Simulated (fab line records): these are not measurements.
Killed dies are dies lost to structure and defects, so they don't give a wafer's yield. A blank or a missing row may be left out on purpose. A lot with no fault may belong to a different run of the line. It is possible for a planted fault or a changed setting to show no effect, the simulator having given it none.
Chamber matching    flow n5-finfet    rie-diel-04 running N5_BEOL_M8_STRIP_19: 4 sister chambers
The step strips in O2. 16 wafers are shown with their chamber, then 8 later ones without.

== WAFERS WITH THEIR CHAMBER ==
wafer   chamber  drypump-motor-current-A (A)  throttle-valve-pct (%)  oes-product-au (a.u.)
L074.2  2        5.9                          16.84                   0.79
L074.3  3        5.6                          16.27                   0.95
L074.4  1        6.0                          16.23                   0.84
L079.1  1        6.0                          16.27                   0.83
L079.4  0        5.4                          16.60                   0.86
L079.6  3        5.6                          16.27                   0.91
L078.1  3        5.5                          16.31                   0.90
L078.4  0        5.4                          16.58                   0.85
L078.5  0        5.4                          16.61                   0.86
L085.3  3        5.6                          16.31                   0.88
L085.5  0        5.4                          16.65                   0.83
L085.6  3        5.6                          16.31                   0.89
L086.1  1        6.0                          16.29                   0.81
L086.5  3        5.6                          16.34                   0.87
L086.6  2        5.9                          16.87                   0.77
L084.1  3        5.6                          16.32                   0.87

SIGNATURES (averages over the wafers above)
reading                  chamber 0  chamber 1  chamber 2  chamber 3  scatter within a chamber
drypump-motor-current-A  5.400      6.000      5.900      5.586      0.0267
throttle-valve-pct       16.6100    16.2633    16.8550    16.3043    0.0272
oes-product-au           0.8500     0.8267     0.7800     0.8957     0.0224
Rule: for a wafer and a chamber, the distance is found by dividing, reading by reading, the gap between the wafer's reading and the chamber's mean by the reading's scatter, squaring, summing and taking the root. The wafer belongs to the nearest chamber; if the next one is less than 2 further off, it can't be placed. How the scatter is found: for the shown wafers, subtract from each reading the mean of its chamber, square and add these, divide the total by (wafers less chambers), then take the root.

== WAFERS MISSING THEIR CHAMBER ==
wafer   drypump-motor-current-A (A)  throttle-valve-pct (%)  oes-product-au (a.u.)
L084.2  5.9                          16.88                   0.77
L084.6  5.6                          16.33                   0.87
L088.2  6.0                          16.32                   0.79
L088.5  5.6                          16.33                   0.87
L088.6  5.9                          16.90                   0.77
L097.3  6.0                          16.35                   0.77
L097.4  5.9                          16.94                   0.74
L097.6  6.0                          16.36                   0.77

== WHICH CHAMBER EACH WENT THROUGH ==
wafer   from the rows above  in truth
L084.2  2                    2
L084.6  3                    3
L088.2  1                    1
L088.5  3                    3
L088.6  2                    2
L097.3  1                    1
L097.4  2                    2
L097.6  1                    1
Placed correctly: 8 of 8. Not placeable from these rows: 0. 0 placed wrongly.
